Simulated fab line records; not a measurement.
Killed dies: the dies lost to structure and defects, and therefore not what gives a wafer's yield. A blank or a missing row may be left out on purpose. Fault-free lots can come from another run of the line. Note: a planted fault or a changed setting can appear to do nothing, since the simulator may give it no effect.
Which tool is to blame? / flow n5-finfet / Sampling: 11 lots, 33 wafers, 2 of 1938 route steps

== WHAT EACH GAUGE READ, for each wafer ==
N5_BEOL_M0_SAQP_OVL_MEAS_15.
lot=L075; measured=day 5 16:43; on=overlay-01; M0_CORE_OVL (nm)=1.5 0.5 1.1
lot=L078; measured=day 6 13:12; on=overlay-01; M0_CORE_OVL (nm)=1.2 0.0 0.8
lot=L080; measured=day 6 22:34; on=overlay-01; M0_CORE_OVL (nm)=0.4 0.9 -0.2
lot=L082; measured=day 7 09:40; on=overlay-02; M0_CORE_OVL (nm)=-0.2 -0.6 -0.9
lot=L084; measured=day 8 01:34; on=overlay-01; M0_CORE_OVL (nm)=0.0 0.3 -1.1
lot=L085; measured=day 8 12:41; on=overlay-01; M0_CORE_OVL (nm)=-0.5 0.7 0.4
lot=L088; measured=day 9 02:57; on=overlay-02; M0_CORE_OVL (nm)=0.4 0.1 0.3
lot=L090; measured=day 9 10:17; on=overlay-01; M0_CORE_OVL (nm)=-0.8 0.4 0.5
lot=L092; measured=day 9 22:32; on=overlay-01; M0_CORE_OVL (nm)=-0.9 0.5 0.7
lot=L094; measured=day 10 08:52; on=overlay-01; M0_CORE_OVL (nm)=-0.6 -0.3 0.5
lot=L097; measured=day 11 06:11; on=overlay-02; M0_CORE_OVL (nm)=0.1 -0.1 0.0

== WHICH TOOL RAN EACH LOT (tool, then ch and the chambers of the sampled wafers, then the start) ==
lot=L075; N5_BEOL_M0_SAQP_PECVD_00=pecvd-01 ch 1,2, day 5 15:50
lot=L078; N5_BEOL_M0_SAQP_PECVD_00=pecvd-01 ch 0,2, day 6 11:24
lot=L080; N5_BEOL_M0_SAQP_PECVD_00=pecvd-02 ch 0,1,2, day 6 21:07
lot=L082; N5_BEOL_M0_SAQP_PECVD_00=pecvd-01 ch 0,2, day 7 08:41
lot=L084; N5_BEOL_M0_SAQP_PECVD_00=pecvd-01 ch 0,1,2, day 7 23:50
lot=L085; N5_BEOL_M0_SAQP_PECVD_00=pecvd-01 ch 0,1, day 8 11:27
lot=L088; N5_BEOL_M0_SAQP_PECVD_00=pecvd-02 ch 0,2, day 9 02:09
lot=L090; N5_BEOL_M0_SAQP_PECVD_00=pecvd-01 ch 0,2, day 9 09:26
lot=L092; N5_BEOL_M0_SAQP_PECVD_00=pecvd-02 ch 0,1, day 9 19:53
lot=L094; N5_BEOL_M0_SAQP_PECVD_00=pecvd-01 ch 0,1, day 10 07:53
lot=L097; N5_BEOL_M0_SAQP_PECVD_00=pecvd-04 ch 0,2, day 11 04:34
- N5_BEOL_M0_SAQP_PECVD_00: deposits SiCN from 3MS/NH3, target thk 8 nm, time 14 s.

== THE ANSWER, worked out from the rows above alone ==
Rule: what is usual is taken from the lots themselves. The widest of any qualifying gaps counts: lots, ordered by their means at a reading, are off when they make up no more than a third of the lots, leave a main group of 4 or more, and stand apart from it by 3 or more times the standard deviation of that group's means. Not used: any main group whose means are identical at the precision the tables above print for the reading. Also off: a lot with no number at a reading for which 4 or more lots have one. Where the step has rows for the other lots, those lots are counted as sound.
None of the lots is off at any reading shown; this tells nothing.

== WHAT THE SIMULATOR HAD PUT IN ==
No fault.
